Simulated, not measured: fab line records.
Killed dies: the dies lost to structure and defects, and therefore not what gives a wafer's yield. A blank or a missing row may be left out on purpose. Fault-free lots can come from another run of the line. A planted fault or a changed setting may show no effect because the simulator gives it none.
Matching of chambers || flow n5_finfet || rie_diel-04 running N5_BEOL_M9_DESCUM_33: 4 sister chambers
The step chemistry O2, time 7 s. 18 wafers are shown with their chamber, then 9 later ones without.

## WAFERS PAIRED WITH THEIR CHAMBERS
{"wafer": "L076.2", "chamber": 3, "drypump_motor_current_A (A)": 6.1, "throttle_valve_pct (%)": 20.12, "oes_product_au (a.u.)": 0.82}
{"wafer": "L076.3", "chamber": 1, "drypump_motor_current_A (A)": 5.0, "throttle_valve_pct (%)": 20.08, "oes_product_au (a.u.)": 0.74}
{"wafer": "L076.6", "chamber": 3, "drypump_motor_current_A (A)": 6.1, "throttle_valve_pct (%)": 20.14, "oes_product_au (a.u.)": 0.82}
{"wafer": "L077.1", "chamber": 3, "drypump_motor_current_A (A)": 6.1, "throttle_valve_pct (%)": 20.13, "oes_product_au (a.u.)": 0.82}
{"wafer": "L077.3", "chamber": 1, "drypump_motor_current_A (A)": 4.9, "throttle_valve_pct (%)": 20.08, "oes_product_au (a.u.)": 0.74}
{"wafer": "L077.6", "chamber": 0, "drypump_motor_current_A (A)": 5.4, "throttle_valve_pct (%)": 20.28, "oes_product_au (a.u.)": 0.75}
{"wafer": "L078.1", "chamber": 3, "drypump_motor_current_A (A)": 6.1, "throttle_valve_pct (%)": 20.15, "oes_product_au (a.u.)": 0.81}
{"wafer": "L078.5", "chamber": 0, "drypump_motor_current_A (A)": 5.4, "throttle_valve_pct (%)": 20.30, "oes_product_au (a.u.)": 0.74}
{"wafer": "L078.6", "chamber": 3, "drypump_motor_current_A (A)": 6.1, "throttle_valve_pct (%)": 20.14, "oes_product_au (a.u.)": 0.82}
{"wafer": "L084.1", "chamber": 3, "drypump_motor_current_A (A)": 6.0, "throttle_valve_pct (%)": 20.16, "oes_product_au (a.u.)": 0.80}
{"wafer": "L084.3", "chamber": 2, "drypump_motor_current_A (A)": 6.0, "throttle_valve_pct (%)": 20.52, "oes_product_au (a.u.)": 0.92}
{"wafer": "L084.6", "chamber": 0, "drypump_motor_current_A (A)": 5.4, "throttle_valve_pct (%)": 20.33, "oes_product_au (a.u.)": 0.72}
{"wafer": "L085.2", "chamber": 0, "drypump_motor_current_A (A)": 5.4, "throttle_valve_pct (%)": 20.33, "oes_product_au (a.u.)": 0.73}
{"wafer": "L085.3", "chamber": 2, "drypump_motor_current_A (A)": 6.0, "throttle_valve_pct (%)": 20.53, "oes_product_au (a.u.)": 0.91}
{"wafer": "L085.6", "chamber": 1, "drypump_motor_current_A (A)": 4.9, "throttle_valve_pct (%)": 20.09, "oes_product_au (a.u.)": 0.73}
{"wafer": "L086.1", "chamber": 2, "drypump_motor_current_A (A)": 6.0, "throttle_valve_pct (%)": 20.56, "oes_product_au (a.u.)": 0.91}
{"wafer": "L086.3", "chamber": 3, "drypump_motor_current_A (A)": 6.1, "throttle_valve_pct (%)": 20.17, "oes_product_au (a.u.)": 0.79}
{"wafer": "L086.4", "chamber": 0, "drypump_motor_current_A (A)": 5.4, "throttle_valve_pct (%)": 20.35, "oes_product_au (a.u.)": 0.72}

SIGNATURES (averages over the wafers above)
{"reading": "drypump_motor_current_A", "chamber 0": 5.400, "chamber 1": 4.933, "chamber 2": 6.000, "chamber 3": 6.086, "scatter within a chamber": 0.033}
{"reading": "throttle_valve_pct", "chamber 0": 20.3180, "chamber 1": 20.0833, "chamber 2": 20.5367, "chamber 3": 20.1443, "scatter within a chamber": 0.0203}
{"reading": "oes_product_au", "chamber 0": 0.7320, "chamber 1": 0.7367, "chamber 2": 0.9133, "chamber 3": 0.8114, "scatter within a chamber": 0.011}
Rule: a wafer lies at a distance from a chamber equal to the root of the sum of squares, over the readings, of (its reading less the chamber's mean, divided by the reading's scatter). If the next closest chamber is less than 2 further off than the closest, the wafer can't be placed; otherwise it belongs to the closest. The scatter is the square root of a quotient: the sum, over the shown wafers, of each reading's squared deviation from its chamber's mean, divided by wafers minus chambers.

## WAFERS WHOSE CHAMBER IS MISSING
{"wafer": "L091.1", "drypump_motor_current_A (A)": 5.0, "throttle_valve_pct (%)": 20.12, "oes_product_au (a.u.)": 0.72}
{"wafer": "L091.3", "drypump_motor_current_A (A)": 5.4, "throttle_valve_pct (%)": 20.36, "oes_product_au (a.u.)": 0.71}
{"wafer": "L091.5", "drypump_motor_current_A (A)": 5.4, "throttle_valve_pct (%)": 20.36, "oes_product_au (a.u.)": 0.72}
{"wafer": "L093.3", "drypump_motor_current_A (A)": 4.9, "throttle_valve_pct (%)": 20.15, "oes_product_au (a.u.)": 0.71}
{"wafer": "L093.5", "drypump_motor_current_A (A)": 6.1, "throttle_valve_pct (%)": 20.19, "oes_product_au (a.u.)": 0.78}
{"wafer": "L093.6", "drypump_motor_current_A (A)": 6.0, "throttle_valve_pct (%)": 20.56, "oes_product_au (a.u.)": 0.87}
{"wafer": "L096.1", "drypump_motor_current_A (A)": 6.0, "throttle_valve_pct (%)": 20.56, "oes_product_au (a.u.)": 0.88}
{"wafer": "L096.5", "drypump_motor_current_A (A)": 6.0, "throttle_valve_pct (%)": 20.57, "oes_product_au (a.u.)": 0.87}
{"wafer": "L096.6", "drypump_motor_current_A (A)": 6.1, "throttle_valve_pct (%)": 20.18, "oes_product_au (a.u.)": 0.77}

## WHICH CHAMBER EACH WENT THROUGH
{"wafer": "L091.1", "from the rows above": 1, "in truth": 1}
{"wafer": "L091.3", "from the rows above": 0, "in truth": 0}
{"wafer": "L091.5", "from the rows above": 0, "in truth": 0}
{"wafer": "L093.3", "from the rows above": 1, "in truth": 1}
{"wafer": "L093.5", "from the rows above": 3, "in truth": 3}
{"wafer": "L093.6", "from the rows above": 2, "in truth": 2}
{"wafer": "L096.1", "from the rows above": 2, "in truth": 2}
{"wafer": "L096.5", "from the rows above": 2, "in truth": 2}
{"wafer": "L096.6", "from the rows above": 3, "in truth": 3}
Placed correctly: 9 of 9. From these rows, 0 cannot be placed. Number placed wrongly: 0.
